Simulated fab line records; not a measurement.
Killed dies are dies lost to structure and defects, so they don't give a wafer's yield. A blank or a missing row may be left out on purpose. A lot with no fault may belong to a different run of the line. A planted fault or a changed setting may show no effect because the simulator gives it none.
Split-lot study + flow n5-finfet + 21 wafers read across 7 lots, on a route 1938 steps long

== SPLIT DETAILS ==
At N5_DUMMY_GATE_EXPOSE_12 (exposes mask GATE, target cd 25 nm), the setting dose-mj was moved away from the recipe's 34 on 5 of the 21 wafers read, by -7.4% to +7.0%. The other wafers ran this setting at the recipe's value.

== FROM THE SPLIT TO THE READING: what the file shows between them, 10 steps ==
- N5_DUMMY_GATE_PEB_13: peb time 60 s
- N5_DUMMY_GATE_DEVELOP_14: develop time 30 s
- N5_DUMMY_GATE_CD_MEAS_15: target cd 25.8 nm
- N5_DUMMY_GATE_TRIM_49: chemistry O2, time 29 s, target cd 14 nm
- N5_DUMMY_GATE_STRIP_40: strips in CF4
- N5_DUMMY_GATE_CD_MEAS_50: target cd 14 nm
- N5_DUMMY_GATE_ETCH_31: etches SiO2 in C4F6/O2, target depth 82.5 nm, time 27.5 s
- N5_DUMMY_GATE_STRIP_41: strips in O2
- N5_DUMMY_GATE_ETCH_23: etches poly-Si in HBr/Cl2/O2, target depth 41 nm, time 22.3 s
- N5_DUMMY_GATE_ETCH_44: etches poly-Si in HBr/O2, stops on SiO2, target depth 127.5 nm

== THE READING ==
cd-nm (nm) at N5_DUMMY_GATE_CD_MEAS_24, where the cd target is 15 nm. Typical for fault-free wafers on this fab line: 14.7 nm, with standard deviation 0.51 nm.

| wafer  | tool, chamber at the split | dose-mj as run | against the recipe | cd-nm, nm | against lot-mates on the recipe |
|--------|----------------------------|----------------|--------------------|-----------|---------------------------------|
| L074.1 | euv-scanner-02, 0          | 34             | recipe             | 14.7      | -                               |
| L074.2 | euv-scanner-02, 0          | 34             | recipe             | 15.0      | -                               |
| L074.6 | euv-scanner-02, 0          | 34             | recipe             | 14.1      | -                               |
| L075.1 | euv-scanner-02, 0          | 34             | recipe             | 14.6      | -                               |
| L075.4 | euv-scanner-02, 0          | 31.5           | -7.4%              | 16.9      | +2.6                            |
| L075.5 | euv-scanner-02, 0          | 34             | recipe             | 14.0      | -                               |
| L076.2 | euv-scanner-01, 0          | 34             | recipe             | 14.9      | -                               |
| L076.3 | euv-scanner-01, 0          | 34             | recipe             | 14.3      | -                               |
| L076.6 | euv-scanner-01, 0          | 34             | recipe             | 15.0      | -                               |
| L079.2 | euv-scanner-01, 0          | 34             | recipe             | 15.1      | -                               |
| L079.3 | euv-scanner-01, 0          | 34             | recipe             | 14.2      | -                               |
| L079.4 | euv-scanner-01, 0          | 36.26          | +6.6%              | 12.8      | -1.8                            |
| L080.3 | euv-scanner-01, 0          | 36.38          | +7.0%              | 14.3      | -1.4                            |
| L080.5 | euv-scanner-01, 0          | 36.38          | +7.0%              | 14.1      | -1.6                            |
| L080.6 | euv-scanner-01, 0          | 34             | recipe             | 15.7      | -                               |
| L092.1 | euv-scanner-02, 0          | 32.85          | -3.4%              | 16.0      | +1.2                            |
| L092.4 | euv-scanner-02, 0          | 34             | recipe             | 14.3      | -                               |
| L092.5 | euv-scanner-02, 0          | 34             | recipe             | 15.2      | -                               |
| L096.2 | euv-scanner-01, 0          | 34             | recipe             | 14.3      | -                               |
| L096.4 | euv-scanner-01, 0          | 34             | recipe             | 14.8      | -                               |
| L096.6 | euv-scanner-01, 0          | 34             | recipe             | 15.0      | -                               |

FIT RESULTS
A straight line over all 21 wafers: cd-nm changes by -0.199 nm for each +1% of dose-mj; r = -0.76; the points scatter about the line by 0.56 nm.
The same after taking each lot's own level away (the mean of its wafers on the recipe; 21 wafers): -0.277 nm for each +1%; r = -0.92; scatter 0.37 nm.
On that fit, the largest move of dose-mj shifts the reading by 2 nm.
Measured against the standard deviation above, the lots' own levels, which go from 14.30 to 15.70 nm, span 2.7 times it.
So the lot-to-lot level blurs the effect unless lot-mates are compared.
Check: with one of the wafers moved furthest among these (-7.4%) left out of the fit, the line predicts +1.86 nm for it against its lot-mates. It came out at +2.6 nm against them.

== ADDITIONAL SPLITS CARRIED BY THESE WAFERS ==
Other splits were also applied to these wafers ahead of the reading. Each is held against what the fit with the lots' levels taken away leaves over:
| other split on the same wafers  | wafers away from the commonest value | r with cd-nm (lot level and that fit taken away) |
|---------------------------------|--------------------------------------|--------------------------------------------------|
| N5_FIN_CUT_EXPOSE_05 dose-mj    | 7                                    | +0.29                                            |
| N5_FIN_CUT_ETCH_21 h2-flow-sccm | 7                                    | +0.19                                            |
| N5_DUMMY_GATE_COAT_28 spin-rpm  | 8                                    | -0.11                                            |

== THE WHOLE CHAIN: every reading that the file lists as answering this split, in the file's order ==
| step                     | what it does                                           | reading                                                           | change (the file's fit)               | r (the file's) |
|--------------------------|--------------------------------------------------------|-------------------------------------------------------------------|---------------------------------------|----------------|
| N5_DUMMY_GATE_CD_MEAS_15 | target cd 25.8 nm                                      | cd-nm                                                             | -0.172 nm for each +1% of the setting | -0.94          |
| N5_DUMMY_GATE_CD_MEAS_50 | target cd 14 nm                                        | cd-nm                                                             | -0.244 nm for each +1% of the setting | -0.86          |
| N5_DUMMY_GATE_CD_MEAS_24 | target cd 15 nm                                        | cd-nm                                                             | -0.288 nm for each +1% of the setting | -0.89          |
| N5_DUMMY_GATE_ETCH_42    | etches SiO2 in CHF3/O2, target depth 3.5 nm, time 31 s | DUMMY_GATE.cd-nm (the simulator's own value, which no gauge read) | -0.243 nm for each +1% of the setting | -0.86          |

== FILE'S OWN FIT ==
cd-nm changes by -0.288 nm for each +1% of dose-mj, r = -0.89.
